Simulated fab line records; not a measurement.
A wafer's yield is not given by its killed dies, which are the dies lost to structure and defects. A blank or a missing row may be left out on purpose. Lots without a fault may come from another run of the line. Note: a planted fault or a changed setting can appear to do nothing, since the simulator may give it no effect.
The tool behind it: which one? || flow nand harc || Sampling: 6 lots, 18 wafers, 5 of 1302 route steps

WHAT THE GAUGES READ, wafer by wafer
NHARC_END_SORT_01.
{"lot": "L457", "measured": "day 27 07:34", "on": "prober-01", "killed at array": "50 78 72"}
{"lot": "L458", "measured": "day 27 16:54", "on": "prober-01", "killed at array": "40 36 47"}
{"lot": "L462", "measured": "day 28 22:59", "on": "prober-01", "killed at array": "48 54 39"}

TOOL THAT RAN EACH LOT (tool first, then ch and the chambers of the sampled wafers, then the start)
{"lot": "L453", "NHARC_A_SLIT_STRIP_18": "rie diel-10 ch 0,1,2, day 21 02:55 or earlier", "NHARC_A_WL_FILL_RTA_01": "rtp anneal-02 ch 0, day 21 02:55", "NHARC_A_WL_FILL_CVD_03": "cvd w-02 ch 0,1, day 21 03:34", "NHARC_A_WL_FILL_ETCHBACK_05": "rie metal-03 ch 0, day 21 04:23"}
{"lot": "L457", "NHARC_A_SLIT_STRIP_18": "rie diel-06 ch 0,2,3, day 22 21:08 or earlier", "NHARC_A_WL_FILL_RTA_01": "rtp anneal-02 ch 0, day 22 21:08", "NHARC_A_WL_FILL_CVD_03": "cvd w-01 ch 0,1, day 22 21:47", "NHARC_A_WL_FILL_ETCHBACK_05": "rie metal-02 ch 0,1, day 22 22:24"}
{"lot": "L458", "NHARC_A_SLIT_STRIP_18": "rie diel-02 ch 2,3, day 23 12:24 or earlier", "NHARC_A_WL_FILL_RTA_01": "rtp anneal-02 ch 0, day 23 12:24", "NHARC_A_WL_FILL_CVD_03": "cvd w-01 ch 0,1, day 23 13:07", "NHARC_A_WL_FILL_ETCHBACK_05": "rie metal-02 ch 0,1, day 23 13:38"}
{"lot": "L462", "NHARC_A_SLIT_STRIP_18": "rie diel-06 ch 1,2,3, day 24 23:15 or earlier", "NHARC_A_WL_FILL_RTA_01": "rtp anneal-02 ch 0, day 24 23:15", "NHARC_A_WL_FILL_CVD_03": "cvd w-01 ch 0,1, day 24 23:57", "NHARC_A_WL_FILL_ETCHBACK_05": "rie metal-02 ch 0,1, day 25 00:31"}
{"lot": "L466", "NHARC_A_SLIT_STRIP_18": "rie diel-02 ch 0,2,3, day 26 13:55 or earlier", "NHARC_A_WL_FILL_RTA_01": "rtp anneal-01 ch 0, day 26 13:55", "NHARC_A_WL_FILL_CVD_03": "cvd w-01 ch 0,1, day 26 14:37", "NHARC_A_WL_FILL_ETCHBACK_05": "rie metal-01 ch 0,1, day 26 15:11"}
{"lot": "L473", "NHARC_A_SLIT_STRIP_18": "rie diel-02 ch 0,2,3, day 29 19:52 or earlier", "NHARC_A_WL_FILL_RTA_01": "rtp anneal-02 ch 0, day 29 19:52", "NHARC_A_WL_FILL_CVD_03": "cvd w-02 ch 0,1, day 29 20:32", "NHARC_A_WL_FILL_ETCHBACK_05": "rie metal-01 ch 0,1, day 29 21:09"}
- NHARC_A_SLIT_STRIP_18: strips in O2.
- NHARC_A_WL_FILL_RTA_01: time 5 s.
- NHARC_A_WL_FILL_CVD_03: deposits W, target thk 40 nm, time 279 s.
- NHARC_A_WL_FILL_ETCHBACK_05: etches the open film in Cl2/BCl3, target depth 22 nm, time 60 s.

THE ANSWER, worked out from the rows above alone
Rule: the lots themselves supply what counts as usual. Put in order of their means at a reading, lots are off if they are a third of the lots or fewer, leave a main group of 4 or more, and stand apart from it by a gap of 3 or more times the standard deviation of the main group's means; of several such gaps the widest counts. Not used: any main group whose means are identical at the precision the tables above print for the reading. Also off: a lot with no number at a reading for which 4 or more lots have one. The other lots that the step has rows for count as sound.
Across all readings shown, no lot is off: no conclusion can be drawn from this.

WHAT HAD BEEN PUT IN BY THE SIMULATOR
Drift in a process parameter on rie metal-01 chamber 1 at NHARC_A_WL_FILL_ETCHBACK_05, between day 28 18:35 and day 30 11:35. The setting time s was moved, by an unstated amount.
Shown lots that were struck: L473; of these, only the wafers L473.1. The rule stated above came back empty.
